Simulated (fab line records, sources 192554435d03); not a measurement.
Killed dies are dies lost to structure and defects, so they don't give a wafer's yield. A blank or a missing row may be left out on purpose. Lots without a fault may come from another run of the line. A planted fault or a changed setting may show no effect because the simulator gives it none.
Which tool did it? | flow n5_finfet | 24 lots, 72 wafers sampled, at 4 steps of a route of 1938

WHAT THE GAUGES READ, wafer by wafer
N5_BEOL_M15_CD_MEAS_10: target cd 360 nm.
lot  | measured     | on        | cd_nm (nm)
L075 | day 12 16:10 | cd_sem-03 | 359.3 357.1 359.6
L074 | day 13 08:24 | cd_sem-01 | 359.8 358.3 361.4
L076 | day 13 09:27 | cd_sem-03 | 361.0 363.1 363.2
L077 | day 13 14:44 | cd_sem-01 | 361.0 361.3 359.2
L078 | day 13 18:41 | cd_sem-01 | 363.4 361.3 362.9
L079 | day 14 01:31 | cd_sem-02 | 362.2 360.7 360.5
L082 | day 14 04:10 | cd_sem-02 | 360.2 357.6 360.9
L081 | day 14 13:35 | cd_sem-02 | 361.5 358.9 360.5
L080 | day 14 18:17 | cd_sem-02 | 359.7 358.7 361.4
L083 | day 14 20:17 | cd_sem-01 | 359.5 364.0 360.6
L084 | day 14 23:01 | cd_sem-03 | 362.6 363.5 361.3
L085 | day 15 00:04 | cd_sem-03 | 360.3 362.4 362.9
L086 | day 15 09:52 | cd_sem-03 | 362.3 361.9 362.8
L088 | day 16 04:46 | cd_sem-03 | 360.2 361.5 361.3
L087 | day 16 09:29 | cd_sem-01 | 361.7 359.1 359.2
L091 | day 16 09:48 | cd_sem-01 | 361.2 360.2 363.2
L089 | day 17 00:44 | cd_sem-03 | 358.7 363.1 361.8
L090 | day 17 09:55 | cd_sem-03 | 359.8 361.5 362.8
L093 | day 17 18:31 | cd_sem-01 | 359.8 359.3 360.8
L092 | day 18 05:28 | cd_sem-03 | 362.0 358.5 358.8
L094 | day 18 21:57 | cd_sem-02 | 361.2 361.4 363.0
L095 | day 18 22:42 | cd_sem-01 | 361.0 361.4 358.7
L096 | day 19 01:04 | cd_sem-01 | 358.7 360.6 364.2
L097 | day 19 01:13 | cd_sem-01 | 361.9 359.6 359.6

WHICH TOOL RAN EACH LOT (tool, then ch and the chambers of the sampled wafers, then the start)
lot  | N5_BEOL_M14_DEGAS_41         | N5_BEOL_M14_SPUTTER_44       | N5_BEOL_M14_CMP_49
L075 | pvd_sputter-02, day 12 13:41 | pvd_sputter-02, day 12 13:51 | cmp-04 ch 0,3, day 12 15:02
L074 | pvd_sputter-02, day 13 06:29 | pvd_sputter-02, day 13 06:39 | cmp-01 ch 0,1,2, day 13 07:26
L076 | pvd_sputter-01, day 13 07:34 | pvd_sputter-01, day 13 07:44 | cmp-01 ch 0,2, day 13 08:25
L077 | pvd_sputter-02, day 13 12:43 | pvd_sputter-02, day 13 12:53 | cmp-04 ch 1,2,3, day 13 13:41
L078 | pvd_sputter-01, day 13 16:41 | pvd_sputter-01, day 13 16:50 | cmp-04 ch 1,2,3, day 13 17:34
L079 | pvd_sputter-02, day 13 23:25 | pvd_sputter-02, day 13 23:34 | cmp-02 ch 0,1,2, day 14 00:23
L082 | pvd_sputter-01, day 14 02:03 | pvd_sputter-01, day 14 02:13 | cmp-04 ch 2,3, day 14 02:56
L081 | pvd_sputter-02, day 14 11:17 | pvd_sputter-02, day 14 11:26 | cmp-02 ch 0,1,2, day 14 12:33
L080 | pvd_sputter-02, day 14 15:50 | pvd_sputter-02, day 14 16:00 | cmp-01 ch 0,2,3, day 14 17:08
L083 | pvd_sputter-01, day 14 18:13 | pvd_sputter-01, day 14 18:23 | cmp-02 ch 0,2,3, day 14 19:12
L084 | pvd_sputter-03, day 14 20:52 | pvd_sputter-03, day 14 21:01 | cmp-01 ch 0,1, day 14 21:53
L085 | pvd_sputter-03, day 14 21:50 | pvd_sputter-03, day 14 22:00 | cmp-04 ch 0,3, day 14 22:53
L086 | pvd_sputter-03, day 15 07:59 | pvd_sputter-03, day 15 08:08 | cmp-02 ch 0,1,2, day 15 08:50
L088 | pvd_sputter-03, day 16 02:38 | pvd_sputter-03, day 16 02:47 | cmp-01 ch 0,2,3, day 16 03:43
L087 | pvd_sputter-02, day 16 06:41 | pvd_sputter-02, day 16 06:50 | cmp-01 ch 0,1,2, day 16 08:27
L091 | pvd_sputter-02, day 16 07:14 | pvd_sputter-02, day 16 07:24 | cmp-02 ch 0,3, day 16 08:44
L089 | pvd_sputter-01, day 16 22:52 | pvd_sputter-01, day 16 23:01 | cmp-04 ch 0,1,3, day 16 23:44
L090 | pvd_sputter-03, day 17 07:53 | pvd_sputter-03, day 17 08:03 | cmp-04 ch 0,1,2, day 17 08:47
L093 | pvd_sputter-01, day 17 16:38 | pvd_sputter-01, day 17 16:48 | cmp-01 ch 0,1,3, day 17 17:29
L092 | pvd_sputter-03, day 18 03:16 | pvd_sputter-03, day 18 03:25 | cmp-02 ch 1,2, day 18 04:28
L094 | pvd_sputter-01, day 18 19:50 | pvd_sputter-01, day 18 20:00 | cmp-02 ch 0,2,3, day 18 20:49
L095 | pvd_sputter-03, day 18 20:12 | pvd_sputter-03, day 18 20:22 | cmp-02 ch 0,1,3, day 18 21:32
L096 | pvd_sputter-01, day 18 22:56 | pvd_sputter-01, day 18 23:06 | cmp-02 ch 0,1,2, day 18 23:54
L097 | pvd_sputter-03, day 18 23:12 | pvd_sputter-03, day 18 23:22 | cmp-04 ch 1,2,3, day 19 00:09
- N5_BEOL_M14_DEGAS_41: time 60 s.
- N5_BEOL_M14_SPUTTER_44: material Ta, target thk 15 nm, time 24.19 s.
- N5_BEOL_M14_CMP_49: polishes, stops on SiO2, t overpolish 5.2 s, target thk 560 nm.

WHAT THE TOOLS THEMSELVES READ (means of the sampled wafers that have a number; where no wafer has one, the mark that the record gives instead)
N5_BEOL_M14_DEGAS_41.
lot  | tool           | heater_power_w (W)
L075 | pvd_sputter-02 | 461
L074 | pvd_sputter-02 | 561
L076 | pvd_sputter-01 | 486
L077 | pvd_sputter-02 | 519
L078 | pvd_sputter-01 | 486
L079 | pvd_sputter-02 | 477
L082 | pvd_sputter-01 | 498
L081 | pvd_sputter-02 | 516
L080 | pvd_sputter-02 | 483
L083 | pvd_sputter-01 | 368
L084 | pvd_sputter-03 | 418
L085 | pvd_sputter-03 | 432
L086 | pvd_sputter-03 | 452
L088 | pvd_sputter-03 | 438
L087 | pvd_sputter-02 | 464
L091 | pvd_sputter-02 | 543
L089 | pvd_sputter-01 | 487
L090 | pvd_sputter-03 | 435
L093 | pvd_sputter-01 | 426
L092 | pvd_sputter-03 | 458
L094 | pvd_sputter-01 | 434
L095 | pvd_sputter-03 | 432
L096 | pvd_sputter-01 | 483
L097 | pvd_sputter-03 | 429

N5_BEOL_M14_SPUTTER_44.
lot  | tool           | throttle_valve_pct (%)
L075 | pvd_sputter-02 | 31.8
L074 | pvd_sputter-02 | 29.9
L076 | pvd_sputter-01 | 31.2
L077 | pvd_sputter-02 | 30.9
L078 | pvd_sputter-01 | 31.2
L079 | pvd_sputter-02 | 31.4
L082 | pvd_sputter-01 | 30.8
L081 | pvd_sputter-02 | 30.8
L080 | pvd_sputter-02 | 31.1
L083 | pvd_sputter-01 | 30.1
L084 | pvd_sputter-03 | 29.4
L085 | pvd_sputter-03 | 29.2
L086 | pvd_sputter-03 | 30.4
L088 | pvd_sputter-03 | 30.0
L087 | pvd_sputter-02 | 32.1
L091 | pvd_sputter-02 | 30.7
L089 | pvd_sputter-01 | 31.2
L090 | pvd_sputter-03 | 29.9
L093 | pvd_sputter-01 | 31.0
L092 | pvd_sputter-03 | 31.0
L094 | pvd_sputter-01 | 30.4
L095 | pvd_sputter-03 | 30.0
L096 | pvd_sputter-01 | 31.3
L097 | pvd_sputter-03 | 30.6

N5_BEOL_M14_CMP_49.
lot  | tool   | barrier_field_endpoint_s (s) | motor_current_A (A) | overpolish_run_s (s) | time_to_endpoint_s (s)
L075 | cmp-04 | 11.30                        | 8.0                 | 5.211                | 127
L074 | cmp-01 | 11.26                        | 7.5                 | 5.195                | 118
L076 | cmp-01 | 11.11                        | 7.2                 | 5.205                | 123
L077 | cmp-04 | 11.44                        | 8.0                 | 5.202                | 123
L078 | cmp-04 | 11.39                        | 8.4                 | 5.191                | 125
L079 | cmp-02 | 11.25                        | 7.9                 | 5.197                | 119
L082 | cmp-04 | 11.78                        | 8.3                 | 5.201                | 127
L081 | cmp-02 | 11.22                        | 7.7                 | 5.198                | 122
L080 | cmp-01 | 11.14                        | 7.1                 | 5.205                | 120
L083 | cmp-02 | 11.19                        | 8.3                 | 5.201                | 117
L084 | cmp-01 | 11.39                        | 7.2                 | 5.202                | 123
L085 | cmp-04 | 11.36                        | 7.5                 | 5.203                | 124
L086 | cmp-02 | 11.39                        | 7.6                 | 5.200                | 122
L088 | cmp-01 | 11.52                        | 7.1                 | 5.202                | 124
L087 | cmp-01 | 11.50                        | 7.3                 | 5.207                | 121
L091 | cmp-02 | 11.54                        | 8.4                 | 5.192                | 126
L089 | cmp-04 | 11.65                        | 8.0                 | 5.207                | 125
L090 | cmp-04 | 11.75                        | 7.6                 | 5.199                | 123
L093 | cmp-01 | 11.16                        | 7.4                 | 5.194                | 121
L092 | cmp-02 | 11.28                        | 7.4                 | 5.206                | 116
L094 | cmp-02 | 11.04                        | 8.3                 | 5.195                | 117
L095 | cmp-02 | 11.38                        | 8.1                 | 5.201                | 120
L096 | cmp-02 | 11.20                        | 7.7                 | 5.207                | 122
L097 | cmp-04 | 11.05                        | 8.1                 | 5.201                | 116

THE ANSWER, worked out from the rows above alone
Rule: what is usual is taken from the lots themselves. Put in order of their means at a reading, lots are off if they are a third of the lots or fewer, leave a main group of 4 or more, and stand apart from it by a gap of 3 or more times the standard deviation of the main group's means; of several such gaps the widest counts. A main group whose means are all the same, to the digits that the tables above print for the reading, isn't used. A lot without any number at a reading at which 4 lots or more have one is off too. The other lots that the step has rows for count as sound. The gauges are gone through in route order, then the tools' own readings, and for those a lot's mean is taken as printed above. The first step at which some lot is off is used, and at that step the reading that is off furthest; a lot without a number counts as furthest.
No lot is off at any reading shown: from this, nothing can be told.

WHAT THE SIMULATOR HAD PUT IN
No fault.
